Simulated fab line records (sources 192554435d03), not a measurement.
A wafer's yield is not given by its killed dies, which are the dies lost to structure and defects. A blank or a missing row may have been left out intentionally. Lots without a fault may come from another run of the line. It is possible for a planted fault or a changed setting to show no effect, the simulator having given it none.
Lot-split experiment    flow n5-finfet    on a route of 1938 steps: 7 lots, 21 wafers read

== SPLIT DETAILS ==
At N5_HKMG_FIN_ETCH_54 (etches SiARC in CF4, target depth 45.5 nm, time 75.8 s), the setting source-w was moved away from the recipe's 545 W on 5 of the 21 wafers read, by -16.6% to +9.5%. This setting was run at the recipe's value on the other wafers.

The split's own step is where the reading is taken.

== THE READING ==
rf-vpp-V, in V, at N5_HKMG_FIN_ETCH_54 (etches SiARC in CF4, target depth 45.5 nm, time 75.8 s). On this fab line, fault-free wafers typically give 184.2 V with a standard deviation of 1.2 V.

wafer   tool, chamber at the split  source-w as run, W  against the recipe  rf-vpp-V, V  against lot-mates on the recipe
L075.1  rie-diel-03, 3              545                 recipe              183.5        -
L075.3  rie-diel-03, 0              545                 recipe              182.3        -
L075.6  rie-diel-03, 0              454.3               -16.6%              193.1        +10.2
L076.2  rie-diel-05, 1              545                 recipe              185.2        -
L076.4  rie-diel-05, 0              596.7               +9.5%               178.8        -6.4
L076.6  rie-diel-05, 3              596.7               +9.5%               178.4        -6.8
L084.2  rie-diel-01, 0              545                 recipe              186.2        -
L084.5  rie-diel-01, 1              545                 recipe              185.3        -
L084.6  rie-diel-01, 0              545                 recipe              185.3        -
L085.2  rie-diel-05, 0              545                 recipe              183.4        -
L085.4  rie-diel-05, 3              545                 recipe              185.1        -
L085.6  rie-diel-05, 3              545                 recipe              186.7        -
L089.3  rie-diel-01, 0              545                 recipe              184.3        -
L089.5  rie-diel-01, 3              545                 recipe              184.3        -
L089.6  rie-diel-01, 2              545                 recipe              185.8        -
L091.2  rie-diel-05, 0              592.3               +8.7%               178.6        -4.4
L091.4  rie-diel-05, 2              545                 recipe              183.0        -
L091.6  rie-diel-05, 2              545                 recipe              183.0        -
L097.1  rie-diel-01, 0              545                 recipe              184.4        -
L097.3  rie-diel-01, 1              457.8               -16.0%              196.3        +11.8
L097.5  rie-diel-01, 3              545                 recipe              184.7        -

THE FIT
A straight line over all 21 wafers: rf-vpp-V changes by -0.628 V for each +1% of source-w; r = -0.95; the points scatter about the line by 1.3 V.
The same after taking each lot's own level away (the mean of its wafers on the recipe; 21 wafers): -0.661 V for each +1%; r = -0.98; scatter 0.8 V.
That fit puts the effect of the largest move of source-w on the reading at 11 V.
From 182.90 to 185.60 V: that is the span of the lots' own levels, equal to 2.2 times the standard deviation above.
Hence the lot-to-lot level has little effect on the slope; both slopes agree.
Check: +11.6 V against its lot-mates is what the line predicts for one of the wafers moved furthest among these (-16.6%) when that wafer is left out of the fit. It came out at +10.2 V against them.
Tool readings at the split's step, against how far the setting was moved: rf-vpp-V r = -0.95.

== OTHER SPLITS APPLIED TO THESE WAFERS ==
These wafers also went through other splits before the reading. Each is held against what the fit with the lots' levels taken away leaves over:
other split on the same wafers  wafers away from the commonest value  r with rf-vpp-V (lot level and that fit taken away)
N5_SD_EPI_N_DESCUM_14 time-s    5                                     -0.02

== FILE'S OWN FIT ==
rf-vpp-V changes by -0.657 V for each +1% of source-w, r = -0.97.
